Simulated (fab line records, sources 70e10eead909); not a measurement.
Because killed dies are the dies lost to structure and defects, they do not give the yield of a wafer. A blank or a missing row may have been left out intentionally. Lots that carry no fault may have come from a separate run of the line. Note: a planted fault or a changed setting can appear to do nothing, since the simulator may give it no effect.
fab line records | flow nandHarc
record: lots: 24 wafers: 72 lastDay: 34
route steps=1302 shown P_CONTACT@242 P_M0@267 P_M1@297
lots with no fault: from the same line, run without faults
startH: the number of hours between the record's first day and the start of the first shown wafer of the lot | waitH: time in hours since the lot's previous step | " the same as in the row above | L1.1+2: a row that stands for several wafers | - no value, or no start given | * or withheld: withheld | < > ~ a bound
route shown NAME@n: a module of which the file shows steps, and the number in the route of the first | usual: mean/standard deviation of fault-free wafers | same: alike in all rows | chamber/n: place in a boat | sites: the reading at each site | _std_site: standard deviation across them | _edge_site: the outer-site mean with the inner-site mean subtracted | radiusMm: how far each site lies from the wafer's centre | mask NAME#n: copy n | behind: the most recent tool/chamber to have shaped the wafer | hold: reason for holding the lot/hours on hold/outcome of the hold | device: the n, p or np transistor that did not switch | end of line: the same wafers' tests at the end of the route | a step with no rows: only its recipe | killed: the dies lost at the first sort to structure and to defects; this is not the yield of the wafer | map: a wafer's dies, marking killed ones x, the rest . and places with no die _
set.NAME: the run value of the setting; set.NAME@STEP: its run value at that earlier step | model.NAME: the simulator's own value behind a step, which no gauge read
the route's steps for a sample of lots (tables are steps, rows are wafers)
services: from which hour (startH, from the record's first day; less than 0 if before it) a tool's chamber was out of use, for how many hours, and why
== steps ==
step: NHARC_P_CONTACT_STRIP_28
recipe: o2FlowSccm: 500 arFlowSccm: 0 biasW: 0 chemistry: O2
usual: drypumpMotorCurrentA: 5.5/0.43 o2FlowSccm: 499.9/1.5 oesProductAu: 1.001/0.012 rfVppV: 57.9/0.96 showerheadPlenumPTorr: 3.49/0.16 throttleValvePct: 17.037/0.01
columns lot.wafer tool chamber startH waitH drypumpMotorCurrentA o2FlowSccm oesProductAu rfHoursCounterH rfVppV showerheadPlenumPTorr throttleValvePct
L074.3 rieDiel-05 3 121.17 0.1 5.1 502.1 0.990 3.1 57.0 3.55 17.029
L074.1 " 0 " " 5.1 498.9 1.006 2.5 56.8 3.38 17.030
L074.5 " 3 " " 5.1 500.4 0.989 - 58.0 3.55 17.022
L075.4 rieDiel-05 0 124.23 0.1 5.1 498.7 1.012 3.0 59.0 3.38 17.028
L075.1 " 1 " " 6.0 499.3 1.011 3.0 59.0 3.43 17.032
L075.3 " 2 " " 5.8 501.7 1.007 2.9 57.3 3.39 17.024
L076.1 rieDiel-01 0 134.56 0.1 5.2 498.6 0.998 3.1 55.9 3.43 17.039
L076.4 " 1 " " 5.1 501.8 1.000 2.7 57.7 3.32 17.049
L076.6 " 0 " " 5.2 500.3 1.003 - 56.6 3.43 17.035
L077.3 rieDiel-05 0 152.75 0.1 5.1 500.4 1.009 4.1 58.0 3.38 17.054
L077.5 " 2 " " 5.8 500.4 1.013 - 57.5 3.39 17.040
L077.6 " 3 " " 5.1 501.9 0.998 - 58.1 3.55 17.046
L078.4 rieDiel-01 1 157.73 0.1 5.2 500.8 0.996 3.4 58.9 3.32 17.033
L078.3 " 2 " " 5.8 500.3 0.998 3.7 60.1 3.74 17.025
L078.6 " 0 " " 5.2 499.1 0.995 - 58.1 3.43 17.049
L079.4 rieDiel-05 2 162.80 0.1 5.8 501.9 1.008 4.2 58.0 3.39 17.045
L079.1 " 0 " " 5.1 499.3 1.030 4.8 58.3 3.38 17.018
L079.5 " 1 " " 6.0 501.4 1.000 - 58.9 3.43 17.036
L080.4 rieDiel-06 3 178.89 0.1 6.0 502.5 0.984 1.6 60.2 3.77 17.042
L080.2 " 1 " " 5.8 502.0 0.998 1.8 58.6 3.45 17.031
L080.6 " 0 " " 5.8 501.0 0.970 - 57.7 3.63 17.021
L081.4 rieDiel-05 3 189.29 0.1 5.1 501.5 1.007 6.3 58.3 3.54 17.029
L081.3 " 0 " " 5.1 501.1 0.993 5.4 58.4 3.38 17.054
L081.5 " 3 " " 5.2 501.7 1.001 - 57.8 3.55 17.043
L082.3 rieDiel-06 3 202.26 0.1 6.0 498.5 0.987 2.3 59.3 3.77 17.045
L082.5 " 1 " " 5.8 500.0 0.996 - 58.2 3.45 17.054
L082.6 " 2 " " 4.9 499.3 1.001 - 58.7 3.78 17.032
L083.2 rieDiel-06 2 207.88 0.1 4.8 498.5 1.000 2.5 58.6 3.78 17.035
L083.1 " 3 " " 6.0 501.7 0.986 2.4 58.6 3.76 17.026
L083.3 " 1 " " 5.8 501.4 0.998 2.7 57.1 3.45 17.030
L084.2 rieDiel-01 1 220.35 0.1 5.2 502.8 1.010 0.1 57.1 3.32 17.038
L084.3 " 3 " " 6.2 496.6 0.994 0.1 57.4 3.34 17.025
L084.6 " 1 " " 5.1 500.2 0.996 - 60.5 3.32 17.025
L085.6 rieDiel-06 0 237.86 0.1 5.7 500.9 0.987 - 57.2 3.62 17.035
L085.4 " 2 " " 4.9 497.8 0.998 - 57.9 3.78 17.024
L085.5 " 3 " " 6.0 498.4 0.972 - 58.6 3.76 17.040
L086.2 rieDiel-05 1 240.97 0.1 6.0 499.2 1.018 0.0 57.4 3.43 17.064
L086.5 " 3 " " 5.1 498.0 1.000 - 57.4 3.54 17.039
L086.6 " 0 " " 5.0 498.5 1.010 - 58.3 3.38 17.032
L087.2 rieDiel-01 3 247.64 0.1 6.1 500.6 0.994 1.1 57.3 3.34 17.027
L087.3 " 0 " " 5.2 499.1 1.009 1.3 57.3 3.43 17.046
L087.6 " 3 " " 6.2 498.6 1.003 - 57.4 3.34 17.037
L088.3 rieDiel-05 0 264.82 0.1 5.0 499.7 1.011 1.4 58.1 3.38 17.032
L088.4 " 1 " " 6.0 499.7 1.017 1.0 58.0 3.43 17.033
L088.6 " 3 " " 5.2 500.6 1.000 - 58.4 3.54 17.030
L089.4 rieDiel-05 1 265.34 0.1 6.0 495.8 1.017 1.1 58.4 3.43 17.030
L089.3 " 3 " " 5.2 501.6 0.998 1.4 57.6 3.54 17.037
L089.5 " 2 " " 5.7 499.5 1.006 - 57.5 3.39 17.049
L090.2 rieDiel-01 1 284.35 0.1 5.1 502.3 1.005 2.8 57.3 3.31 17.017
L090.3 " 2 " " 5.8 502.1 1.014 2.5 59.7 3.74 17.034
L090.6 " 1 " " 5.1 501.5 0.991 - 57.3 3.31 17.038
L091.1 rieDiel-05 0 287.74 0.1 5.0 500.2 0.998 2.1 58.2 3.38 17.026
L091.4 " 1 " " 6.0 500.4 1.021 1.7 58.8 3.43 17.040
L091.6 " 1 " " 6.0 497.5 1.017 - 57.2 3.43 17.036
L092.4 rieDiel-01 0 296.34 0.1 5.2 496.3 0.999 2.9 57.0 3.42 17.042
L092.3 " 1 " " 5.1 503.4 0.993 3.4 57.5 3.31 17.039
L092.5 " 0 " " 5.2 498.3 1.002 - 56.5 3.42 17.049
L093.2 rieDiel-01 1 309.81 0.1 5.2 500.1 0.988 3.8 57.6 3.31 17.044
L093.3 " 0 " " 5.2 501.0 1.021 - 57.4 3.42 17.049
L093.4 " 1 " " 5.1 499.3 0.992 - 57.6 3.31 17.043
L094.4 rieDiel-06 2 326.01 0.1 4.9 499.4 0.989 0.2 58.2 3.78 17.026
L094.6 " 3 " " 6.0 501.1 0.993 - 57.8 3.76 17.039
L094.5 " 0 " " 5.8 500.4 0.981 - 58.1 3.62 17.031
L095.2 rieDiel-06 3 339.06 0.1 6.0 496.6 0.986 0.2 58.6 3.76 17.044
L095.4 " 0 " " 5.8 498.3 0.996 0.2 57.5 3.62 17.023
L095.5 " 0 " " 5.8 499.1 0.987 - 59.0 3.62 17.043
L096.1 rieDiel-01 3 341.79 0.1 6.2 499.0 1.012 4.1 56.3 3.34 17.058
L096.4 " 1 " " 5.1 499.9 0.991 4.3 57.4 3.31 17.026
L096.5 " 3 " " 6.2 499.7 1.016 - 59.5 3.34 17.059
L097.3 rieDiel-01 2 349.03 0.1 5.8 499.7 1.020 5.0 57.4 3.74 17.031
L097.1 " 0 " " 5.2 497.5 1.013 5.3 57.0 3.42 17.019
L097.5 " 3 " " 6.2 501.1 1.000 - 56.2 3.34 17.043
step: NHARC_P_M0_ETCH_34
recipe: targetDepthA: 400 overetchA: 120 timeS: 43.94 ionEnergyEv: 200 n2FlowSccm: 150 h2FlowSccm: 150 arFlowSccm: 0 rfW: 400 biasW: 150 chemistry: N2/H2
usual: drypumpMotorCurrentA: 5.8/0.46 n2FlowSccm: 150.0/0.46 oesProductAu: 1.004/0.0096 rfFwdPowerW: 395.6/1.7 rfVppV: 429.8/3 showerheadPlenumPTorr: 2.02/0.097 throttleValvePct: 14.171/0.0091
columns lot.wafer tool chamber startH waitH drypumpMotorCurrentA n2FlowSccm oesProductAu rfFwdPowerW rfHoursCounterH rfVppV showerheadPlenumPTorr throttleValvePct
L074.3 rieDiel-08 1 124.51 0.1 5.9 150.2 0.997 395.0 17 430.1 2.02 14.190
L074.1 " 3 " " 5.8 149.5 1.002 398.8 13 427.9 1.94 14.173
L074.5 " 1 " " 5.9 149.6 0.998 393.3 - 432.5 2.02 14.177
L075.3 rieDiel-02 3 127.53 0.1 5.6 149.1 0.997 394.8 27 431.7 2.14 14.139
L075.4 " 0 " " 6.7 149.9 0.993 394.6 19 433.7 2.14 14.180
L075.1 " 1 " " 5.0 150.8 0.991 394.8 24 431.5 2.07 14.160
L076.4 rieDiel-08 0 138.04 0.1 6.4 149.6 1.016 397.7 17 427.2 1.88 14.173
L076.1 " 2 " " 5.3 149.0 0.997 393.6 17 431.2 2.06 14.168
L076.6 " 1 " " 5.9 149.6 1.003 394.9 - 430.3 2.02 14.179
L077.3 rieDiel-02 2 156.03 0.1 5.5 150.9 0.991 397.1 37 431.5 2.08 14.178
L077.6 " 3 " " 5.6 149.9 1.013 396.4 - 434.2 2.14 14.178
L077.5 " 0 " " 6.7 149.8 0.993 394.2 - 434.2 2.14 14.177
L078.3 rieDiel-08 3 161.11 0.1 5.8 150.1 1.000 398.8 19 427.9 1.93 14.173
L078.4 " 1 " " 5.9 150.7 1.007 393.2 - 429.4 2.02 14.177
L078.6 " 2 " " 5.3 149.8 0.997 393.3 - 431.8 2.05 14.174
L079.4 rieDiel-04 0 166.27 0.1 5.3 150.3 1.017 396.8 67 430.5 2.02 14.162
L079.1 " 1 " " 6.0 150.1 0.990 397.0 52 424.4 1.91 14.169
L079.5 " 3 " " 6.1 149.7 0.984 394.1 - 435.0 2.20 14.161
L080.4 rieDiel-08 0 182.64 0.1 6.4 149.8 1.008 399.0 21 426.4 1.88 14.179
L080.2 " 3 " " 5.8 151.1 0.995 397.2 21 427.3 1.93 14.173
L080.6 " 0 " " 6.4 150.0 1.012 397.3 - 425.5 1.88 14.168
L081.3 rieDiel-04 2 193.02 0.1 6.3 149.5 1.004 395.7 0 425.9 1.89 14.166
L081.4 " 3 " " 6.0 149.9 1.002 396.0 0 433.6 2.19 14.175
L081.5 " 1 " " 6.0 150.1 0.999 397.9 - 426.7 1.91 14.162
L082.3 rieDiel-02 2 205.56 0.1 5.5 149.8 0.987 396.3 57 431.7 2.07 14.172
L082.6 " 3 " " 5.6 151.0 1.020 395.2 - 434.7 2.13 14.153
L082.5 " 0 " " 6.7 150.4 0.995 393.1 - 434.0 2.13 14.149
L083.1 rieDiel-04 0 211.18 0.1 5.3 150.7 1.009 397.5 2 430.5 2.02 14.179
L083.2 " 1 " " 6.0 149.9 0.989 396.5 3 425.3 1.91 14.190
L083.3 " 3 " " 6.0 150.4 1.015 393.8 2 434.7 2.19 14.164
L084.2 rieDiel-04 2 223.77 0.2 6.3 150.4 1.012 396.0 9 425.8 1.88 14.181
L084.3 " 0 " " 5.3 150.4 1.011 396.1 7 429.1 2.02 14.158
L084.6 " 0 " " 5.3 149.8 1.008 397.0 - 429.3 2.02 14.189
L085.4 rieDiel-08 1 241.15 0.1 5.9 149.2 1.009 396.5 8 431.0 2.01 14.177
L085.5 " 3 " " 5.8 150.3 1.004 397.5 - 425.9 1.93 14.174
L085.6 " 0 " " 6.4 150.3 1.012 396.4 - 426.9 1.88 14.165
L086.2 rieDiel-04 1 244.20 0.1 6.0 150.0 1.004 397.8 19 426.1 1.90 14.164
L086.5 " 1 " " 6.0 149.8 0.999 395.8 - 426.2 1.90 14.157
L086.6 " 2 " " 6.3 149.5 1.007 395.5 - 425.7 1.88 14.177
L087.2 rieDiel-08 2 251.08 0.1 5.3 149.1 1.008 393.4 12 432.1 2.05 14.178
L087.3 " 3 " " 5.8 150.1 1.003 397.8 13 426.1 1.93 14.161
L087.6 " 2 " " 5.3 149.7 1.004 392.9 - 429.8 2.05 14.170
L088.4 rieDiel-02 3 268.10 0.1 5.6 149.7 1.012 395.3 8 432.6 2.13 14.162
L088.3 " 0 " " 6.7 149.6 1.002 393.8 11 433.8 2.12 14.184
L088.6 " 2 " " 5.5 149.5 0.990 395.0 - 430.8 2.07 14.173
L089.3 rieDiel-02 2 268.64 0.1 5.5 149.5 0.997 397.6 11 431.5 2.07 14.167
L089.4 " 3 " " 5.6 149.8 1.005 394.2 8 432.9 2.13 14.169
L089.5 " 2 " " 5.5 150.5 0.993 397.5 - 430.1 2.07 14.175
L090.3 rieDiel-02 2 287.65 0.1 5.5 150.0 0.993 394.7 23 430.7 2.06 14.157
L090.2 " 3 " " 5.6 150.1 1.001 394.7 18 432.7 2.12 14.164
L090.6 " 1 " " 5.1 150.0 1.006 396.2 - 431.7 2.05 14.182
L091.4 rieDiel-08 1 291.10 0.1 5.9 151.2 1.023 396.1 17 429.9 2.01 14.167
L091.1 " 2 " " 5.3 150.6 0.999 394.9 19 429.6 2.05 14.177
L091.6 " 2 " " 5.3 149.5 0.996 394.0 - 430.1 2.05 14.176
L092.4 rieDiel-02 2 299.68 0.1 5.5 150.0 0.995 395.3 29 430.8 2.06 14.168
L092.3 " 3 " " 5.5 150.0 1.004 394.8 23 432.9 2.12 14.169
L092.5 " 3 " " 5.5 149.6 1.006 394.8 - 433.5 2.12 14.189
L093.2 rieDiel-08 0 313.19 0.1 6.4 149.7 1.016 396.6 24 425.9 1.87 14.163
L093.4 " 1 " " 5.9 149.7 1.018 393.9 22 430.4 2.01 14.163
L093.3 " 2 " " 5.3 150.1 0.995 392.4 25 430.2 2.04 14.179
L094.6 rieDiel-08 0 329.70 0.1 6.4 149.8 1.017 395.1 - 425.2 1.87 14.173
L094.5 " 1 " " 5.9 150.0 1.018 394.9 - 431.1 2.01 14.163
L094.4 " 3 " " 5.8 150.0 1.017 398.3 - 427.9 1.92 14.185
L095.2 rieDiel-02 2 342.38 0.1 5.5 149.5 0.989 396.3 40 431.9 2.06 14.183
L095.4 " 0 " " 6.7 149.8 1.003 395.2 41 432.6 2.11 14.177
L095.5 " 2 " " 5.5 150.3 0.991 395.9 - 431.1 2.06 14.172
L096.4 rieDiel-04 3 345.15 0.1 6.1 149.7 1.001 391.9 51 434.3 2.17 14.177
L096.1 " 0 " " 5.3 149.5 1.002 396.0 50 430.9 2.00 14.153
L096.5 " 3 " " 6.1 150.2 1.005 393.8 - 434.7 2.17 14.197
L097.1 rieDiel-04 0 352.23 0.1 5.3 150.3 1.003 397.3 54 429.1 2.00 14.167
L097.3 " 1 " " 6.0 148.7 0.984 395.7 64 426.5 1.89 14.168
L097.5 " 2 " " 6.3 149.3 1.017 398.1 - 424.9 1.87 14.175
step: NHARC_P_M0_DEGAS_28
recipe: tempC: 250 timeS: 60
usual: heaterPowerW: 339/35
columns lot.wafer tool chamber startH waitH heaterPowerW
L074.1 pvdSputter-02 - 125.35 - 312
L074.3 " - " " 306
L074.5 " - " " 315
L075.1 pvdSputter-03 - 128.36 - 303
L075.3 " - " " 348
L075.4 " - " " 379
L076.4 pvdSputter-02 - 138.87 - 309
L076.1 " - " " 311
L076.6 " - " " 320
L077.3 pvdSputter-03 - 156.90 - 376
L077.5 " - " " 374
L077.6 " - " " 386
L078.4 pvdSputter-01 - 162.04 - 311
L078.3 " - " " 405
L078.6 " - " " 361
L079.1 pvdSputter-01 - 167.16 - 299
L079.4 " - " " 403
L079.5 " - " " 314
L080.4 pvdSputter-02 - 183.47 - 361
L080.2 " - " " 305
L080.6 " - " " 360
L081.4 pvdSputter-01 - 193.84 - 403
L081.3 " - " " 358
L081.5 " - " " 369
L082.3 pvdSputter-02 - 206.38 - 309
L082.5 " - " " 348
L082.6 " - " " 308
L083.2 pvdSputter-01 - 212.02 - 305
L083.1 " - " " 305
L083.3 " - " " 402
L084.2 pvdSputter-02 - 224.78 - 316
L084.3 " - " " 355
L084.6 " - " " 309
L085.4 pvdSputter-01 - 242.00 - 374
L085.5 " - " " 321
L085.6 " - " " 309
L086.2 pvdSputter-03 - 245.06 - 326
L086.5 " - " " 374
L086.6 " - " " 291
L087.2 pvdSputter-02 - 251.91 - 316
L087.3 " - " " 358
L087.6 " - " " 319
L088.3 pvdSputter-03 - 268.94 - 302
L088.4 " - " " 330
L088.6 " - " " 382
L089.3 pvdSputter-02 - 269.48 - 316
L089.4 " - " " 302
L089.5 " - " " 362
L090.3 pvdSputter-01 - 288.50 - 318
L090.2 " - " " 301
L090.6 " - " " 374
L091.1 pvdSputter-03 - 291.94 - 377
L091.4 " - " " 371
L091.6 " - " " 372
L092.4 pvdSputter-03 - 300.58 - 373
L092.3 " - " " 296
L092.5 " - " " 377
L093.4 pvdSputter-03 - 314.02 - 367
L093.3 " - " " 374
L093.2 " - " " 291
L094.4 pvdSputter-03 - 331.39 - 373
L094.6 " - " " 381
L094.5 " - " " 295
L095.2 pvdSputter-01 - 343.26 - 415
L095.4 " - " " 323
L095.5 " - " " 303
L096.4 pvdSputter-03 - 346.00 - 292
L096.1 " - " " 334
L096.5 " - " " 295
L097.1 pvdSputter-02 - 353.10 - 355
L097.3 " - " " 322
L097.5 " - " " 354
step: NHARC_P_M0_PVD_21
recipe: targetThkA: 300 chamberPressurePa: 5 powerW: 5000 substrateTempC: 30 timeS: 20.49 material: Cu
usual: throttleValvePct: 30.0/1.1
columns lot.wafer tool chamber startH waitH throttleValvePct
L074.3 pvdSputter-02 - - - 30.4
L074.1 " - " " 31.7
L074.5 " - " " 27.5
L075.4 pvdSputter-03 - - - 29.0
L075.1 " - " " 30.2
L075.3 " - " " 31.1
L076.1 pvdSputter-02 - - - 31.5
L076.4 " - " " 30.5
L076.6 " - " " 31.7
L077.3 pvdSputter-03 - - - 28.6
L077.6 " - " " 29.3
L077.5 " - " " 30.4
L078.3 pvdSputter-01 - - - 29.9
L078.4 " - " " 29.3
L078.6 " - " " 31.2
L079.1 pvdSputter-01 - - - 31.1
L079.4 " - " " 29.2
L079.5 " - " " 31.2
L080.4 pvdSputter-02 - - - 31.6
L080.2 " - " " 27.5
L080.6 " - " " 31.9
L081.3 pvdSputter-01 - - - 29.1
L081.4 " - " " 29.2
L081.5 " - " " 30.9
L082.3 pvdSputter-02 - - - 30.2
L082.5 " - " " 30.1
L082.6 " - " " 31.7
L083.1 pvdSputter-01 - - - 29.2
L083.2 " - " " 29.2
L083.3 " - " " 31.1
L084.2 pvdSputter-02 - - - 30.5
L084.3 " - " " 31.5
L084.6 " - " " 30.4
L085.4 pvdSputter-01 - - - 30.0
L085.5 " - " " 30.1
L085.6 " - " " 29.9
L086.2 pvdSputter-03 - - - 30.3
L086.6 " - " " 28.7
L086.5 " - " " 31.4
L087.3 pvdSputter-02 - - - 30.2
L087.2 " - " " 31.9
L087.6 " - " " 30.5
L088.3 pvdSputter-03 - - - 28.8
L088.4 " - " " 30.3
L088.6 " - " " 29.7
L089.4 pvdSputter-02 - - - 27.6
L089.3 " - " " 30.5
L089.5 " - " " 31.7
L090.2 pvdSputter-01 - - - 30.4
L090.3 " - " " 30.3
L090.6 " - " " 30.2
L091.4 pvdSputter-03 - - - 30.0
L091.1 " - " " 30.1
L091.6 " - " " 31.6
L092.4 pvdSputter-03 - - - 28.8
L092.3 " - " " 29.9
L092.5 " - " " 29.1
L093.4 pvdSputter-03 - - - 28.9
L093.3 " - " " 31.6
L093.2 " - " " 29.5
L094.4 pvdSputter-03 - - - 31.6
L094.6 " - " " 30.2
L094.5 " - " " 29.9
L095.4 pvdSputter-01 - - - 30.5
L095.2 " - " " 30.2
L095.5 " - " " 30.0
L096.1 pvdSputter-03 - - - 28.6
L096.4 " - " " 30.3
L096.5 " - " " 29.8
L097.1 pvdSputter-02 - - - 30.5
L097.3 " - " " 31.0
L097.5 " - " " 30.4
step: NHARC_P_M1_INSPECT_11
usual: rawDefectCount: 4.6/2.4
columns lot.wafer tool chamber startH waitH rawDefectCount
L074.1 defectInspect-02 - 128.41 0.0 3
L074.3 " - " " 5
L074.5 " - " " 6
L075.1 defectInspect-01 - 131.31 0.0 5
L075.3 " - " " 4
L075.4 " - " " 6
L076.1 defectInspect-02 - 141.92 0.0 7
L076.4 " - " " 8
L076.6 " - " " 5
L077.3 defectInspect-02 - 159.98 0.0 5
L077.5 " - " " 3
L077.6 " - " " 6
L078.3 defectInspect-02 - 165.10 0.0 3
L078.4 " - " " 3
L078.6 " - " " 6
L079.1 defectInspect-02 - 170.26 0.0 8
L079.4 " - " " 6
L079.5 " - " " 2
L080.2 defectInspect-01 - 186.41 0.0 3
L080.4 " - " " 1
L080.6 " - " " 2
L081.3 defectInspect-02 - 196.90 0.0 7
L081.4 " - " " 9
L081.5 " - " " 7
L082.3 defectInspect-01 - 209.45 0.0 5
L082.5 " - " " 5
L082.6 " - " " 4
L083.1 defectInspect-01 - 215.10 0.0 3
L083.2 " - " " 5
L083.3 " - " " 4
L084.2 defectInspect-01 - 227.84 0.0 4
L084.3 " - " " 6
L084.6 " - " " 2
L085.4 defectInspect-02 - 245.06 0.0 4
L085.5 " - " " 1
L085.6 " - " " 8
L086.2 defectInspect-01 - 248.00 0.0 3
L086.5 " - " " 4
L086.6 " - " " 5
L087.2 defectInspect-01 - 254.97 0.0 5
L087.3 " - " " 2
L087.6 " - " " 1
L088.3 defectInspect-01 - 272.02 0.0 4
L088.4 " - " " 3
L088.6 " - " " 8
L089.3 defectInspect-01 - 272.55 0.0 3
L089.4 " - " " 1
L089.5 " - " " 3
L090.2 defectInspect-01 - 291.68 0.0 4
L090.3 " - " " 3
L090.6 " - " " 2
L091.1 defectInspect-01 - 294.87 0.0 7
L091.4 " - " " 6
L091.6 " - " " 8
L092.3 defectInspect-01 - 303.63 0.0 0
L092.4 " - " " 5
L092.5 " - " " 1
L093.2 defectInspect-02 - 317.10 0.0 5
L093.3 " - " " 5
L093.4 " - " " 6
L094.4 defectInspect-02 - 334.49 0.0 11
L094.5 " - " " 4
L094.6 " - " " 3
L095.2 defectInspect-02 - 346.33 0.0 0
L095.4 " - " " 4
L095.5 " - " " 9
L096.1 defectInspect-02 - 349.06 0.0 4
L096.4 " - " " 5
L096.5 " - " " 5
L097.1 defectInspect-01 - 356.17 0.0 3
L097.3 " - " " 5
L097.5 " - " " 9
step: NHARC_P_M1_PVD_21
recipe: targetThkA: 300 chamberPressurePa: 5 powerW: 5000 substrateTempC: 30 timeS: 20.49 material: Cu
usual: throttleValvePct: 30.0/0.93
columns lot.wafer tool chamber startH waitH throttleValvePct
L074.1 pvdSputter-02 - - - 30.4
L074.3 " - " " 31.6
L074.5 " - " " 30.0
L075.1 pvdSputter-01 - - - 31.2
L075.3 " - " " 30.1
L075.4 " - " " 29.0
L076.1 pvdSputter-03 - - - 28.7
L076.4 " - " " 29.1
L076.6 " - " " 28.7
L077.3 pvdSputter-01 - - - 29.0
L077.6 " - " " 29.3
L077.5 " - " " 29.3
L078.4 pvdSputter-02 - - - 30.2
L078.3 " - " " 30.1
L078.6 " - " " 30.2
L079.1 pvdSputter-01 - - - 30.1
L079.4 " - " " 29.5
L079.5 " - " " 30.0
L080.4 pvdSputter-01 - - - 29.2
L080.2 " - " " 31.1
L080.6 " - " " 30.0
L081.3 pvdSputter-01 - - - 29.2
L081.4 " - " " 31.1
L081.5 " - " " 29.4
L082.3 pvdSputter-03 - - - 28.7
L082.5 " - " " 28.7
L082.6 " - " " 31.7
L083.2 pvdSputter-03 - - - 28.7
L083.3 " - " " 31.3
L083.1 " - " " 30.1
L084.2 pvdSputter-03 - - - 28.8
L084.3 " - " " 31.5
L084.6 " - " " 29.0
L085.4 pvdSputter-02 - - - 27.4
L085.5 " - " " 30.5
L085.6 " - " " 30.4
L086.2 pvdSputter-01 - - - 30.2
L086.6 " - " " 29.8
L086.5 " - " " 28.8
L087.2 pvdSputter-03 - - - 30.0
L087.3 " - " " 28.9
L087.6 " - " " 31.8
L088.3 pvdSputter-03 - - - 30.0
L088.4 " - " " 31.5
L088.6 " - " " 30.1
L089.4 pvdSputter-01 - - - 30.2
L089.3 " - " " 29.2
L089.5 " - " " 30.2
L090.3 pvdSputter-02 - - - 28.0
L090.2 " - " " 30.3
L090.6 " - " " 30.3
L091.4 pvdSputter-02 - - - 30.4
L091.1 " - " " 30.1
L091.6 " - " " 28.3
L092.3 pvdSputter-01 - - - 29.1
L092.4 " - " " 30.2
L092.5 " - " " 29.1
L093.2 pvdSputter-01 - - - 30.0
L093.3 " - " " 29.0
L093.4 " - " " 30.2
L094.4 pvdSputter-02 - - - 30.1
L094.6 " - " " 30.4
L094.5 " - " " 30.1
L095.4 pvdSputter-02 - - - 30.3
L095.2 " - " " 28.2
L095.5 " - " " 30.6
L096.1 pvdSputter-01 - - - 29.2
L096.4 " - " " 30.4
L096.5 " - " " 30.1
L097.3 pvdSputter-02 - - - 30.4
L097.1 " - " " 28.2
L097.5 " - " " 30.4
== services ==
columns tool chamber startH hours kind
pvdSputter-02 - 104.06 10.0 pm
rieDiel-08 0 148.78 14.3 repair
pvdSputter-03 - 170.00 10.0 pm
rieDiel-05 2 181.75 3.1 repair
rieDiel-08 - 191.47 9.0 pm
rieDiel-01 - 203.80 9.0 pm
rieDiel-02 3 207.57 13.6 repair
rieDiel-01 - 222.93 0.5 repair
pvdSputter-01 - 226.03 10.0 pm
rieDiel-05 - 229.61 9.0 pm
pvdSputter-03 - 233.17 1.1 repair
pvdSputter-03 - 237.84 4.3 repair
pvdSputter-01 - 257.35 3.0 repair
pvdSputter-02 - 282.06 10.0 pm
rieDiel-05 0 290.26 2.7 repair
rieDiel-01 2 300.56 9.2 repair
rieDiel-01 3 302.29 13.9 repair
pvdSputter-02 - 311.82 4.8 repair
rieDiel-01 1 319.99 20.5 repair
rieDiel-08 2 326.87 16.3 repair
rieDiel-05 - 344.83 0.1 repair
pvdSputter-03 - 348.00 10.0 pm
pvdSputter-02 - 355.17 1.1 repair
rieDiel-05 3 355.84 5.8 repair
== key ==
fault none
